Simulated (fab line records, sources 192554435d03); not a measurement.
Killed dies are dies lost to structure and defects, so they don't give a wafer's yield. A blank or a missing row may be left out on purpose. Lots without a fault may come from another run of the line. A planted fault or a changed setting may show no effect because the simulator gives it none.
Chamber matching | flow n5_finfet | N5_HKMG_FIN_ETCH_58 on rie_diel-02: 4 sister chambers
The step etches SOC in N2/H2, target depth 215.8 nm, time 741 s. 8 wafers are shown with their chamber, then 8 later ones without.

WAFERS WITH THEIR CHAMBER
wafer  | chamber | drypump_motor_current_A (A) | throttle_valve_pct (%)
L084.4 | 0       | 5.5                         | 17.73
L089.4 | 0       | 5.5                         | 17.76
L092.4 | 2       | 4.7                         | 17.25
L092.6 | 3       | 6.5                         | 17.92
L091.2 | 1       | 5.3                         | 17.67
L091.4 | 2       | 4.7                         | 17.27
L091.5 | 3       | 6.4                         | 17.91
L095.1 | 1       | 5.3                         | 17.67

WAFERS WITHOUT THEIR CHAMBER
wafer  | drypump_motor_current_A (A) | throttle_valve_pct (%)
L095.3 | 6.4                         | 17.92
L095.5 | 5.5                         | 17.76
L096.1 | 4.7                         | 17.26
L096.2 | 5.3                         | 17.67
L096.5 | 6.5                         | 17.93
L097.1 | 5.5                         | 17.80
L097.2 | 5.3                         | 17.70
L097.4 | 4.8                         | 17.30

WHICH CHAMBER EACH WENT THROUGH
wafer  | from the rows above | in truth
L095.3 | 3                   | 3
L095.5 | 0                   | 0
L096.1 | 2                   | 2
L096.2 | 1                   | 1
L096.5 | 3                   | 3
L097.1 | 0                   | 0
L097.2 | 1                   | 1
L097.4 | 2                   | 2
Placed correctly: 8 of 8. Can't be placed from these rows: 0. Placed wrongly: 0.
How it was worked out, from the rows above alone: a wafer's distance from a chamber is the root of the sum, over the readings, of the square of ((its reading less the chamber's mean) divided by the reading's scatter). The wafer belongs to the nearest chamber; if the next one is less than 2 further off, it can't be placed. A chamber's mean is the mean of its shown wafers. The scatter: the root of (the sum of the squares of (reading less its chamber's mean) over the shown wafers, divided by (wafers less chambers)).
